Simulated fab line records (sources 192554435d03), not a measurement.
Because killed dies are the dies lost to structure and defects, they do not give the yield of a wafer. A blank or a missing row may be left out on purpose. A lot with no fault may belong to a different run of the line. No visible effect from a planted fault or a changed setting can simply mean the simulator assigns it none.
fab line records	flow n5Finfet
record lots=6	wafers=18	lastDay=20
route steps=1938 shown BEOL_M1@785 BEOL_M4@1111
lots that met no fault: from a run of the same line without faults
startH: hours from the record's first day to the start of the lot's first wafer shown	waitH: hours since the lot's step before	" the same as in the row above	L1.1+2: one row covering several wafers at once	- no value, or no start was given	* or withheld: withheld	< > ~ a bound
route shown NAME@n: a module of which the file shows steps, and the number in the route of the first	usual: the fault-free wafers' mean and standard deviation	same: alike in all rows	chamber/n: place in a boat	sites: each site's reading	_std_site: how widely they spread, as a standard deviation	_edge_site: the outer-site mean with the inner-site mean subtracted	radiusMm: for every site, how far away it sits from the centre of the wafer	mask NAME#n: copy n	behind: the most recent tool/chamber to have shaped the wafer	hold: the reason the lot was held/the length of the hold in hours/how it ended	device: the transistor (n, p or np) that didn't switch	end of line: tests of these same wafers at the route's end	where a step has no rows: the recipe by itself	killed: dies that structure and defects cost at the first sort, which is not the same as the wafer's yield	map: the dies of a wafer, with x for killed, . for not killed, _ for no die there
set.NAME: the run value of the setting; set.NAME@STEP: its run value at that earlier step	model.NAME: the simulator's own value behind a step, which no gauge read
lots at selected steps of the route; one table per step, one row per wafer
services: from which hour (startH, from the record's first day; less than 0 if before it) a tool's chamber was out of use, for how many hours, and why
## steps
# step N5_BEOL_M1_DEVELOP_27
# recipe developTimeS=30	developer=TMAH	resist=CAR-EUV	rinseLiquid=surfactantRinse	dry=airSpin	devTempC=23
# step N5_BEOL_M1_CD_MEAS_28
# recipe landingEnergyEv=500	detector=seInlens	targetCdYNm=23.3
# usual cdNm=23.98/0.22
lot.wafer	tool	chamber	startH	waitH	cdNm
L571.2	cdSem-02	0	137.92	-	24.24
L571.3	"	0	"	"	24.12
L571.5	"	0	"	"	24.19
L574.1	cdSem-01	0	160.17	-	23.61
L574.2	"	0	"	"	23.69
L574.6	"	0	"	"	23.91
L578.1	cdSem-01	0	185.26	-	24.01
L578.2	"	0	"	"	24.23
L578.3	"	0	"	"	24.18
L582.1	cdSem-02	0	207.94	-	23.97
L582.3	"	0	"	"	24.04
L582.4	"	0	"	"	23.87
L584.1	cdSem-03	0	215.58	-	24.17
L584.2	"	0	"	"	24.18
L584.4	"	0	"	"	23.93
L591.1	cdSem-02	0	261.82	-	23.91
L591.2	"	0	"	"	24.13
L591.6	"	0	"	"	23.71
# step N5_BEOL_M1_OVL_MEAS_29
# recipe pointsPerWafer=522
# usual V0_OVL=-0.5/0.8
lot.wafer	tool	chamber	startH	waitH	V0_OVL[nm]
L571.2	overlay-02	0	137.96	0.0	-0.4
L571.3	"	0	"	"	-2.2
L571.5	"	0	"	"	-2.1
L574.1	overlay-01	0	160.20	0.0	-0.1
L574.2	"	0	"	"	-0.2
L574.6	"	0	"	"	-0.2
L578.1	overlay-02	0	185.29	0.0	-0.1
L578.2	"	0	"	"	-0.1
L578.3	"	0	"	"	0.1
L582.1	overlay-02	0	207.97	0.0	-1.1
L582.3	"	0	"	"	-0.6
L582.4	"	0	"	"	-1.1
L584.1	overlay-02	0	215.61	0.0	-1.0
L584.2	"	0	"	"	-2.2
L584.4	"	0	"	"	-2.1
L591.1	overlay-01	0	261.85	0.0	0.7
L591.2	"	0	"	"	-0.7
L591.6	"	0	"	"	0.2
# step N5_BEOL_M1_INSPECT_30
# recipe mode=adi	inspectInstrument=brightfield
# usual rawDefectCount=382/85
lot.wafer	tool	chamber	startH	waitH	rawDefectCount
L571.2	defectInspect-02	-	138.01	0.0	298
L571.3	"	-	"	"	276
L571.5	"	-	"	"	473
L574.1	defectInspect-02	-	160.26	0.1	390
L574.2	"	-	"	"	235
L574.6	"	-	"	"	325
L578.1	defectInspect-02	-	185.35	0.1	335
L578.2	"	-	"	"	382
L578.3	"	-	"	"	352
L582.1	defectInspect-01	-	208.03	0.1	350
L582.3	"	-	"	"	344
L582.4	"	-	"	"	306
L584.1	defectInspect-01	-	215.67	0.1	310
L584.2	"	-	"	"	301
L584.4	"	-	"	"	495
L591.1	defectInspect-02	-	261.91	0.1	468
L591.2	"	-	"	"	429
L591.6	"	-	"	"	395
# step N5_BEOL_M1_DESCUM_33
# recipe chemistry=O2	timeS=7	sourcePowerW=50	biasPowerW=20	pressureMtorr=20	rfFrequencyHz=2.712e+07	tempC=40	resist=CAR-EUV	o2FlowSccm=225
# step N5_BEOL_M1_ETCH_77
# recipe chemistry=N2/H2	target=underlayer	targetDepthA=65	maskMaterial=CAR-EUV	timeS=5.2	ionEnergyEv=200	pressureMtorr=30	sourceW=840	biasW=150	n2FlowSccm=200	h2FlowSccm=200	ends=cleared
# usual drypumpMotorCurrentA=5.9/0.39	etchRfOnTimeS=5.20/0.077	h2FlowSccm=200.0/0.61	oesProductAu=0.68/0.071	rfVppV=523.6/2.5	showerheadPlenumPTorr=2.53/0.081	throttleValvePct=17.82/0.15
lot.wafer	tool	chamber	startH	waitH	drypumpMotorCurrentA	etchRfOnTimeS	h2FlowSccm	oesProductAu	rfHoursCounterH	rfVppV	showerheadPlenumPTorr	throttleValvePct
L571.2	rieDiel-06	2	138.08	0.0	5.5	5.12	199.8	0.69	95	524.6	2.57	17.69
L571.3	"	0	"	"	6.5	5.15	200.9	0.67	132	526.8	2.65	17.88
L571.5	"	2	"	"	5.5	5.18	200.3	0.70	-	526.8	2.57	17.69
L574.1	rieDiel-01	1	160.36	0.0	5.6	5.28	200.4	0.62	230	520.7	2.41	18.22
L574.2	"	0	"	"	5.4	5.12	200.4	0.82	7	521.4	2.50	17.74
L574.6	"	3	"	"	6.1	5.04	200.6	0.79	-	524.2	2.60	17.66
L578.1	rieDiel-06	2	185.42	0.0	5.5	5.20	200.6	0.68	108	523.8	2.57	17.70
L578.2	"	1	"	"	6.3	5.17	199.0	0.80	13	520.9	2.50	17.84
L578.3	"	3	"	"	5.8	5.24	199.8	0.58	234	520.5	2.40	17.77
L582.1	rieDiel-06	1	208.29	0.0	6.3	5.15	200.3	0.79	20	521.3	2.50	17.86
L582.3	"	2	"	"	5.5	5.18	200.5	0.68	115	523.6	2.56	17.71
L582.4	"	3	"	"	5.8	5.25	200.4	0.58	240	520.8	2.40	17.78
L584.1	rieDiel-03	0	215.83	0.0	6.0	5.17	200.4	0.75	50	523.8	2.48	17.92
L584.2	"	1	"	"	5.2	5.30	200.0	0.59	233	523.8	2.61	17.76
L584.4	"	2	"	"	5.9	5.19	199.0	0.70	64	523.4	2.58	17.88
L591.1	rieDiel-06	0	261.98	0.0	6.5	5.28	200.5	0.64	167	525.4	2.64	17.89
L591.2	"	3	"	"	5.8	5.36	199.8	0.57	254	519.5	2.40	17.79
L591.6	"	3	"	"	5.9	5.35	200.9	0.56	-	520.9	2.40	17.80
# step N5_BEOL_M1_ETCH_69
# recipe chemistry=CF4	target=SiARC	targetDepthA=156	maskMaterial=CAR-EUV	timeS=26	ionEnergyEv=80	pressureMtorr=40	sourceW=545	biasW=36	Ar_flow_sccm=100	cf4FlowSccm=100	ends=cleared
# usual drypumpMotorCurrentA=5.9/0.38	etchRfOnTimeS=26.0/0.38	oesProductAu=0.69/0.07	rfVppV=184.0/1.1	showerheadPlenumPTorr=2.13/0.065	throttleValvePct=15.56/0.12
lot.wafer	tool	chamber	startH	waitH	drypumpMotorCurrentA	etchRfOnTimeS	oesProductAu	rfHoursCounterH	rfVppV	showerheadPlenumPTorr	throttleValvePct
L571.2	rieDiel-06	2	138.10	0.0	5.5	25.5	0.71	95	184.5	2.16	15.51
L571.3	"	0	"	"	6.5	26.0	0.67	132	185.7	2.23	15.55
L571.5	"	2	"	"	5.5	25.7	0.70	-	184.4	2.16	15.48
L574.1	rieDiel-01	1	160.37	0.0	5.6	26.5	0.61	230	181.9	2.03	15.88
L574.2	"	0	"	"	5.4	25.6	0.80	7	184.9	2.11	15.50
L574.6	"	3	"	"	6.1	25.1	0.79	-	184.5	2.18	15.36
L578.1	rieDiel-06	2	185.44	0.0	5.5	25.7	0.69	108	183.7	2.16	15.51
L578.2	"	1	"	"	6.3	25.9	0.81	13	182.6	2.11	15.60
L578.3	"	3	"	"	5.8	26.3	0.58	234	183.2	2.03	15.52
L582.1	rieDiel-06	1	208.31	0.0	6.3	25.8	0.79	20	184.0	2.11	15.60
L582.3	"	2	"	"	5.5	25.5	0.68	115	184.2	2.16	15.52
L582.4	"	3	"	"	5.8	26.3	0.59	240	182.0	2.02	15.56
L584.1	rieDiel-03	0	215.84	0.0	6.0	25.8	0.74	50	184.5	2.09	15.66
L584.2	"	1	"	"	5.2	26.4	0.60	233	183.9	2.20	15.54
L584.4	"	2	"	"	5.9	25.4	0.71	64	184.9	2.17	15.56
L591.1	rieDiel-06	0	262.00	0.0	6.5	26.5	0.64	167	184.3	2.22	15.61
L591.2	"	3	"	"	5.8	26.6	0.57	254	181.8	2.02	15.58
L591.6	"	3	"	"	5.8	26.7	0.58	-	183.2	2.02	15.56
# step N5_BEOL_M1_ALD_98
# recipe material=SiO2	targetThkA=25	tempC=100	aldPrecursorFamily=BDEAS	aldCoReactant=O2-plasma	pulseTimeS=1	coReactantPulseTimeS=1	purgeTimeS=2	coReactantPurgeTimeS=2	aldCycles=17	pressureTorr=2
# usual heaterPowerOuterW=41/4.1	heaterPowerW=78/9.2	precursorPulseHeightRel=1.002/0.018
lot.wafer	tool	chamber	startH	waitH	heaterPowerOuterW	heaterPowerW	precursorPulseHeightRel
L571.2	aldSin-02	1	138.22	0.1	40	77	1.024
L571.3	"	0	"	"	38	73	1.009
L571.5	"	0	"	"	38	71	1.006
L574.1	aldSin-02	0	160.78	0.4	38	74	0.996
L574.2	"	2	"	"	37	74	0.992
L574.6	"	2	"	"	37	74	0.980
L578.1	aldSin-03	3	185.52	0.1	41	78	0.993
L578.2	"	0	"	"	40	72	1.025
L578.3	"	2	"	"	49	100	1.005
L582.1	aldSin-03	1	208.88	0.5	38	68	1.026
L582.3	"	3	"	"	42	76	1.002
L582.4	"	2	"	"	49	101	1.005
L584.1	aldSin-02	2	215.93	0.1	39	74	0.991
L584.2	"	0	"	"	39	71	1.031
L584.4	"	1	"	"	39	70	1.021
L591.1	aldSin-03	3	262.08	0.1	41	75	0.994
L591.2	"	1	"	"	37	68	1.025
L591.6	"	2	"	"	50	100	1.004
# step N5_BEOL_M1_ETCHBACK_99
# recipe chemistry=CHF3	target=SiO2	targetDepthA=50	timeS=10.4	sourceW=215	biasW=47	Ar_flow_sccm=200	CHF3_flow_sccm=12	ionEnergyEv=100	pressureMtorr=30
# usual drypumpMotorCurrentA=5.8/0.35	oes_ar_750_au=0.83/0.084	oesProductAu=0.83/0.087	rfVppV=239.1/2.9	showerheadPlenumPTorr=2.15/0.068	throttleValvePct=17.04/0.15
# same timeS=10.4
lot.wafer	tool	chamber	startH	waitH	drypumpMotorCurrentA	oes_ar_750_au	oesProductAu	rfHoursCounterH	rfVppV	showerheadPlenumPTorr	throttleValvePct
L571.2	rieDiel-06	1	158.08	19.8	6.2	0.98	0.99	3	235.6	2.12	17.03
L571.3	"	2	"	"	5.5	0.81	0.81	99	240.1	2.18	17.00
L571.5	"	1	"	"	6.3	0.99	0.98	-	235.7	2.12	17.05
L574.1	rieDiel-01	3	177.78	16.9	6.0	0.91	0.91	27	237.0	2.19	16.84
L574.2	"	2	"	"	5.7	0.81	0.82	70	244.5	2.18	17.21
L574.6	"	3	"	"	6.0	0.91	0.91	-	236.1	2.19	16.83
L578.1	rieDiel-06	1	192.11	6.5	6.3	0.94	0.93	15	233.7	2.12	17.06
L578.2	"	2	"	"	5.5	0.80	0.80	110	238.6	2.18	17.04
L578.3	"	3	"	"	5.8	0.69	0.68	236	236.9	2.04	16.99
L582.1	rieDiel-01	3	210.45	1.5	6.1	0.89	0.90	38	236.4	2.19	16.86
L582.3	"	0	"	"	5.4	0.90	0.92	20	237.7	2.12	17.01
L582.4	"	0	"	"	5.4	0.90	0.91	-	236.6	2.12	17.04
L584.1	rieDiel-01	2	222.13	6.2	5.7	0.80	0.80	85	241.7	2.17	17.26
L584.2	"	0	"	"	5.4	0.89	0.90	23	237.8	2.12	17.03
L584.4	"	1	"	"	5.6	0.71	0.70	249	237.8	2.03	17.38
L591.1	rieDiel-01	3	296.36	34.2	6.1	0.86	0.85	62	235.2	2.18	16.90
L591.2	"	0	"	"	5.4	0.86	0.86	45	238.8	2.11	17.06
L591.6	"	3	"	"	6.1	0.86	0.84	-	235.2	2.18	16.90
# step N5_BEOL_M1_ETCH_70
# recipe chemistry=N2/H2	target=SOC	targetDepthA=800	overetchA=160	maskMaterial=SiARC	tempC=40	timeS=120	ionEnergyEv=200	pressureMtorr=30	sourceW=840	biasW=150	n2FlowSccm=200	h2FlowSccm=200
# usual drypumpMotorCurrentA=5.8/0.35	h2FlowSccm=200.1/0.59	oesProductAu=0.63/0.063	rfVppV=523.7/2.4	showerheadPlenumPTorr=2.54/0.083	throttleValvePct=17.80/0.17
# same timeS=120
lot.wafer	tool	chamber	startH	waitH	drypumpMotorCurrentA	h2FlowSccm	oesProductAu	rfHoursCounterH	rfVppV	showerheadPlenumPTorr	throttleValvePct
L571.2	rieDiel-06	1	158.12	0.0	6.3	199.0	0.75	3	522.7	2.50	17.77
L571.3	"	2	"	"	5.5	200.0	0.62	99	523.2	2.57	17.65
L571.5	"	1	"	"	6.3	199.6	0.74	-	522.7	2.50	17.78
L574.1	rieDiel-01	3	177.82	0.0	6.1	200.2	0.68	27	526.4	2.60	17.65
L574.2	"	2	"	"	5.7	199.7	0.63	70	526.8	2.58	18.03
L574.6	"	3	"	"	6.1	201.1	0.69	-	525.3	2.60	17.63
L578.1	rieDiel-06	1	192.15	0.0	6.3	200.7	0.72	15	522.2	2.50	17.81
L578.2	"	2	"	"	5.5	200.0	0.61	110	523.8	2.57	17.69
L578.3	"	3	"	"	5.8	200.4	0.53	236	521.2	2.40	17.73
L582.1	rieDiel-01	3	210.49	0.0	6.1	199.7	0.68	38	526.3	2.60	17.64
L582.3	"	0	"	"	5.4	200.1	0.69	20	522.0	2.49	17.73
L582.4	"	0	"	"	5.4	199.6	0.69	-	523.3	2.49	17.73
L584.1	rieDiel-01	2	222.17	0.0	5.7	200.4	0.61	85	525.1	2.57	18.06
L584.2	"	0	"	"	5.4	199.7	0.69	23	522.6	2.49	17.75
L584.4	"	1	"	"	5.6	199.5	0.54	249	520.9	2.40	18.22
L591.1	rieDiel-01	3	296.40	0.0	6.0	200.5	0.65	62	525.9	2.59	17.70
L591.2	"	0	"	"	5.4	200.5	0.65	45	521.9	2.48	17.80
L591.6	"	3	"	"	6.0	200.3	0.65	-	524.6	2.59	17.71
# step N5_BEOL_M1_STRIP_71
# recipe chemistry=N2/H2	tempC=40	n2FlowSccm=200	h2FlowSccm=200	rfFrequencyHz=6e+07
# step N5_BEOL_M1_STRIP_78
# recipe chemistry=N2/H2	tempC=40	n2FlowSccm=200	h2FlowSccm=200	rfFrequencyHz=6e+07
# step N5_BEOL_M1_VIA_ETCH_34
# recipe chemistry=C4F6/O2	targetDepthA=678	maskMaterial=SOC	pressureMtorr=15	ionEnergyEv=250	taperDeg=4	timeS=64.4	sourceW=350	biasW=170	Ar_flow_sccm=300	C4F6_flow_sccm=10	O2_flow_sccm=10
# usual C4F6_flow_sccm=10.00/0.033	drypumpMotorCurrentA=5.8/0.35	oes_ar_750_au=0.83/0.083	oesProductAu=0.83/0.088	rfVppV=661/7.7	showerheadPlenumPTorr=2.84/0.086	throttleValvePct=30.75/0.17
# same timeS=64.4
lot.wafer	tool	chamber	startH	waitH	C4F6_flow_sccm	drypumpMotorCurrentA	oes_ar_750_au	oesProductAu	rfHoursCounterH	rfVppV	showerheadPlenumPTorr	throttleValvePct	model.etch.depthNm	model.SOC_of_BEOL_M1_COAT_67.thkNm
L571.2	rieDiel-06	1	158.22	0.0	9.98	6.3	0.98	0.99	3	651	2.80	30.82	68.38	52
L571.3	"	2	"	"	9.94	5.5	0.81	0.81	99	663	2.88	30.73	68.01	52
L571.5	"	1	"	"	9.96	6.3	0.98	0.98	-	654	2.80	30.82	68.09	52
L574.1	rieDiel-01	3	177.92	0.0	9.98	6.1	0.91	0.91	27	652	2.89	30.58	68.4	52
L574.2	"	2	"	"	10.01	5.7	0.81	0.81	70	672	2.87	30.95	67.22	52
L574.6	"	3	"	"	10.00	6.1	0.90	0.91	-	653	2.89	30.60	68.53	52
L578.1	rieDiel-06	1	192.25	0.0	10.01	6.3	0.94	0.94	15	651	2.80	30.83	67.91	52.2
L578.2	"	2	"	"	10.02	5.5	0.81	0.80	110	663	2.87	30.76	67.44	51.8
L578.3	"	3	"	"	10.06	5.8	0.69	0.68	236	655	2.69	30.54	66.1	52
L582.1	rieDiel-01	3	210.59	0.0	9.99	6.1	0.90	0.74	38	653	2.89	30.56	51.21	54.4
L582.3	"	0	"	"	10.04	5.4	0.89	0.76	20	658	2.80	30.80	51.3	54.4
L582.4	"	0	"	"	10.02	5.4	0.90	0.92	-	659	2.80	30.82	69.2	52.2
L584.1	rieDiel-01	2	222.27	0.0	10.01	5.7	0.80	0.68	85	672	2.87	30.93	50.95	53.8
L584.2	"	0	"	"	9.97	5.4	0.90	0.91	23	659	2.80	30.84	70.29	51.6
L584.4	"	1	"	"	10.00	5.6	0.70	0.71	249	658	2.69	31.01	67.36	51.8
L591.1	rieDiel-01	3	296.50	0.0	10.01	6.0	0.85	0.86	63	654	2.88	30.59	69.28	52.2
L591.2	"	0	"	"	10.02	5.4	0.86	0.87	45	659	2.79	30.87	69.07	52.2
L591.6	"	3	"	"	9.97	6.0	0.86	0.85	-	653	2.88	30.59	68.79	52
# step N5_BEOL_M1_STRIP_83
# recipe chemistry=C4F6/O2	resist=SiARC	rfFrequencyHz=6e+07
# step N5_BEOL_M4_RC_MEAS_101
# usual DIBL_N=36.3/1.1	DIBL_P=36.3/1.4	IOFF_N=0.155/0.019	IOFF_P=0.211/0.027	ION_N=672/8.5	ION_P=462/5.8	SS_N=71.5/0.56	SS_P=73.3/0.52	VT_N=249.9/2.5	VT_P=-249.8/2.8
lot.wafer	tool	chamber	startH	waitH	DIBL_N[mV/V]	DIBL_P[mV/V]	IOFF_N[nA/um]	IOFF_P[nA/um]	ION_N[uA/um]	ION_P[uA/um]	SS_N[mV/dec]	SS_P[mV/dec]	VT_N[mV]	VT_P[mV]
L571.2	prober-01	0	219.99	0.2	36.1	36.9	0.144	0.220	668	467	71.6	72.2	251.3	-248.3
L571.3	"	0	"	"	35.6	37.1	0.138	0.219	668	465	71.4	73.3	252.5	-249.1
L571.5	"	0	"	"	37.0	39.1	0.171	0.263	678	469	71.3	73.4	251.1	-247.9
L574.1	prober-01	0	256.89	0.0	34.6	33.0	0.116	0.163	660	453	70.9	72.6	253.1	-254.6
L574.2	"	0	"	"	38.5	37.7	0.177	0.217	671	459	71.1	74.3	247.6	-254.1
L574.6	"	0	"	"	36.9	36.7	0.152	0.209	665	456	71.6	73.0	250.0	-247.1
L578.1	prober-02	0	322.10	0.0	36.6	36.0	0.145	0.200	665	456	70.6	73.8	250.4	-251.5
L578.2	"	0	"	"	37.0	36.2	0.150	0.203	672	461	71.5	73.3	250.7	-250.7
L578.3	"	0	"	"	38.3	37.2	0.163	0.214	676	461	71.0	73.1	247.3	-252.3
L584.1	prober-01	0	351.28	0.0	34.7	36.1	0.133	0.200	662	465	71.6	72.9	254.5	-250.6
L584.2	"	0	"	"	36.5	37.6	0.151	0.209	661	458	72.0	73.4	251.8	-251.9
L584.4	"	0	"	"	34.4	35.6	0.121	0.182	649	455	71.0	72.5	253.4	-251.4
L582.1	prober-02	0	354.88	0.0	35.3	34.7	0.149	0.230	675	468	71.3	72.3	248.8	-244.9
L582.3	"	0	"	"	34.4	33.6	0.127	0.205	668	465	71.0	73.2	250.5	-245.8
L582.4	"	0	"	"	37.8	37.0	0.181	0.268	672	468	72.1	74.3	245.3	-246.3
L591.1	prober-02	0	364.38	0.0	35.9	34.7	0.147	0.209	663	460	72.1	73.2	251.5	-247.4
L591.2	"	0	"	"	38.3	37.1	0.191	0.245	680	464	72.3	73.6	247.8	-247.4
L591.6	"	0	"	"	36.6	35.4	0.158	0.219	677	466	72.4	73.8	249.6	-251.6
## services
tool	chamber	startH	hours	kind
aldSin-03	0	118.27	20.1	repair
rieDiel-06	1	123.02	-	clean
rieDiel-06	1	123.02	-	consumableReplace:focusRing
rieDiel-06	1	123.02	17.3	scheduledDown
rieDiel-06	1	123.02	17.3	ventCycle
rieDiel-03	0	125.34	6.0	repair
rieDiel-01	0	128.42	-	clean
rieDiel-01	0	128.42	-	consumableReplace:focusRing
rieDiel-01	0	128.42	12.2	scheduledDown
rieDiel-01	0	128.42	12.2	ventCycle
rieDiel-01	2	154.65	6.9	repair
aldSin-02	3	170.47	2.3	repair
aldSin-02	-	176.87	14.0	pm
rieDiel-01	0	189.86	5.1	repair
rieDiel-01	2	208.89	1.8	repair
rieDiel-01	-	225.35	2.8	pm
rieDiel-01	1	228.66	-	clean
rieDiel-01	1	228.66	-	consumableReplace:focusRing
rieDiel-01	1	228.66	-	consumableReplace:showerhead
rieDiel-01	1	228.66	18.6	scheduledDown
rieDiel-01	1	228.66	18.6	ventCycle
rieDiel-01	2	254.21	11.8	repair
rieDiel-06	3	270.58	2.7	repair
rieDiel-06	3	293.02	-	clean
## key
firstSign none at tools or gauges
modelEffect step=N5_BEOL_M1_VIA_ETCH_34	value=etch.depthNm	without=68.78	struck=51.16
metAt N5_BEOL_M1_VIA_ETCH_34
struckWafers L582.1,L582.3,L584.1
onsetBetween 177.92 210.59
fault kind=processParameterDrift	tool=rieDiel-01	chamber=-	onsetH=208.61	steps=N5_BEOL_M1_VIA_ETCH_34	channel=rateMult	offset=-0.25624	shape=step	endH=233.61	scope=struckWafersOnly
